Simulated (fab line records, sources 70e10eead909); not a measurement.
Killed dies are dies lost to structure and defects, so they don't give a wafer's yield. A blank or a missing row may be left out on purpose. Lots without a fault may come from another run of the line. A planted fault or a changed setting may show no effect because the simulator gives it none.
Chamber matching | flow nand_harc | NHARC_P_M1_PRE_CLEAN_32 on pecvd-01: 3 sister chambers
The step time 12 s. 6 wafers are shown with their chamber, then 7 later ones without.

WAFERS WITH THEIR CHAMBER
wafer  | chamber | heater_power_w (W)
L620.2 | 2       | 630
L621.6 | 2       | 651
L624.4 | 0       | 636
L624.6 | 1       | 741
L625.1 | 1       | 749
L625.3 | 0       | 567

WAFERS WITHOUT THEIR CHAMBER
wafer  | heater_power_w (W)
L625.4 | 750
L629.3 | 610
L629.4 | 586
L629.6 | 709
L637.2 | 749
L637.4 | 608
L637.6 | 743

WHICH CHAMBER EACH WENT THROUGH
wafer  | from the rows above     | in truth
L625.4 | 1                       | 1
L629.3 | can't be placed: 0 or 2 | 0
L629.4 | can't be placed: 0 or 2 | 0
L629.6 | can't be placed: 1 or 2 | 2
L637.2 | 1                       | 1
L637.4 | can't be placed: 0 or 2 | 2
L637.6 | 1                       | 1
Placed correctly: 3 of 7. Can't be placed from these rows: 4 (the true chamber is among the candidates in 4). Placed wrongly: 0.
How it was worked out, from the rows above alone: a wafer's distance from a chamber is the root of the sum, over the readings, of the square of ((its reading less the chamber's mean) divided by the reading's scatter). The wafer belongs to the nearest chamber; if the next one is less than 2 further off, it can't be placed. A chamber's mean is the mean of its shown wafers. The scatter: the root of (the sum of the squares of (reading less its chamber's mean) over the shown wafers, divided by (wafers less chambers)).
